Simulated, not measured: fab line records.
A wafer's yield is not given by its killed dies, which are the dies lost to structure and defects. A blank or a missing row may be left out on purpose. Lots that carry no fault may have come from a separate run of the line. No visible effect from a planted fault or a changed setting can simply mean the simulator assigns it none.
Struck lot and sound lot, side by side | flow n5 finfet | 19 out of 1938 route steps
Sound: these wafers, L946.3, L946.4, L946.6. Wafers struck: L954.1, L954.4, L954.5. At the end, the cause is stated.
At each step with rows: each side's tool, then ch and its chambers, then its first start. Under that, the readings that differ: sound wafers | struck wafers | difference of the means | sigmas: that difference in standard deviations of wafers without a fault.
alike: readings whose means differ by less than 2 such deviations, and words and numbers that are the same on both sides. not compared: withheld readings, readings that some wafer has no value for, bounds like >300 that may hide the same value, and numbers for which the record gives no deviation and whose values overlap.
A row with sigmas, a row that says differs or no value, or rows on one side alone: a step with any of these is where the two part. Non-overlapping numbers with no deviation appear without sigmas and do not part them. A reading missing from all wafers of one side parts the sides only when that side holds two or more wafers.

N5_WELL_APT_RTA_34: time 10 s.
  sound on rtp anneal-01 ch 0, day 2 22:32; struck on rtp anneal-01 ch 0, day 4 22:11
  alike: lamp power pct, lamp_zone_5_pct, lamp_zone_6_pct, lamp_zone_7_pct, wafer_temp_C_max
then, 4 steps without rows for these wafers: N5_WELL_APT_OXIDE_STRIP_42 (strips SiO2 in dHF, time 45 s, target depth 12 nm); N5_WELL_APT_PRECLEAN_36 (cleans in O3/DIW, time 45 s); N5_WELL_APT_PRECLEAN_39 (cleans in dHF, time 60 s); N5_WELL_APT_SRD_37 (time 30 s).
N5_WELL_APT_EPI_41: deposits Si from SiH4/H2, target thk 50 nm, time 297.7 s.
  sound on epi rpcvd-01 ch 0, day 2 23:01; struck on epi rpcvd-03 ch 0, day 4 22:26
  alike: susceptor temp C, throttle valve pct
N5_WELL_APT_INSPECT_38: inspects for defects (darkfield).
  sound on defect inspect-02 at day 2 23:35; struck on defect inspect-02 at day 4 23:04
  alike: raw defect count
N5_PMOS_HMC_CHANNEL_EPI_HM_DEP_34: deposits SiO2 from TEOS/O2, target thk 36 nm, time 6.9 s.
  sound on pecvd-04 ch 1,2, day 2 23:37; struck on pecvd-04 ch 0,2, day 4 23:06
  alike: heater power w, showerhead plenum p Torr, susceptor temp C, throttle valve pct
then, 4 steps without rows for these wafers: N5_PMOS_HMC_CHANNEL_EPI_COAT_31 (time 60 s, resist thk 66 nm); N5_PMOS_HMC_CHANNEL_EPI_COAT_03 (resist thk 205 nm); N5_PMOS_HMC_CHANNEL_EPI_EBR_05; N5_PMOS_HMC_CHANNEL_EPI_SOFTBAKE_04 (time 60 s).
N5_PMOS_HMC_CHANNEL_EPI_EXPOSE_06: exposes mask PMOS HMC BLK, target cd 240 nm.
  sound on arfi scanner-01 ch 0, day 2 23:47; struck on arfi scanner-01 ch 0, day 4 23:23
  reading                                      | sound                   | struck            | difference | sigmas
  model.PMOS_HMC_CHANNEL_EPI.overlay x nm (nm) | -0.7892 -0.7892 -0.7892 | 71.66 71.66 71.66 | +72.45     |
  alike: mask
then, 2 steps without rows for these wafers: N5_PMOS_HMC_CHANNEL_EPI_PEB_07 (peb time 60 s); N5_PMOS_HMC_CHANNEL_EPI_DEVELOP_08 (develop time 30 s).
N5_PMOS_HMC_CHANNEL_EPI_CD_MEAS_09: target cd 237.4 nm.
  sound on cd sem-03 ch 0, day 2 23:53; struck on cd sem-01 ch 0, day 4 23:31
  alike: cd nm
N5_PMOS_HMC_CHANNEL_EPI_OVL_MEAS_10:
  sound on overlay-01 ch 0, day 2 23:55; struck on overlay-02 ch 0, day 4 23:32
  reading               | sound         | struck         | difference | sigmas
  PMOS_HMC_BLK_OVL (nm) | -0.6 0.4 -0.6 | 84.2 83.0 83.7 | +83.9      | +99 or more
N5_PMOS_HMC_CHANNEL_EPI_INSPECT_11: inspects for defects (macro).
  sound on defect inspect-02 at day 2 23:57; struck on defect inspect-02 at day 4 23:34
  alike: raw defect count
-- here the record skips 7 days between the struck wafers' starts before and after, leaving off in module PMOS_HMC_CHANNEL_EPI and picking up in module BEOL_M4 (first step shown: number 1111 of the route) --
N5_BEOL_M4_RC_MEAS_101:
  sound on prober-02 ch 0, day 9 14:00; struck on prober-01 ch 0, day 11 17:13
  reading       | sound          | struck         | difference | sigmas
  ION_P (uA/um) | 434 442 438    | 470 457 443    | +19        | +2
  VT_P (mV)     | -260 -257 -259 | -246 -250 -254 | +9         | +2
  alike: DIBL_N, DIBL_P, IOFF_N, IOFF_P, ION_N, SS_N, SS_P, VT_N

WHERE THEY PART
Earliest at N5_PMOS_HMC_CHANNEL_EPI_OVL_MEAS_10; latest, in this record, at N5_BEOL_M4_RC_MEAS_101.

WHY: whatever the simulator had introduced
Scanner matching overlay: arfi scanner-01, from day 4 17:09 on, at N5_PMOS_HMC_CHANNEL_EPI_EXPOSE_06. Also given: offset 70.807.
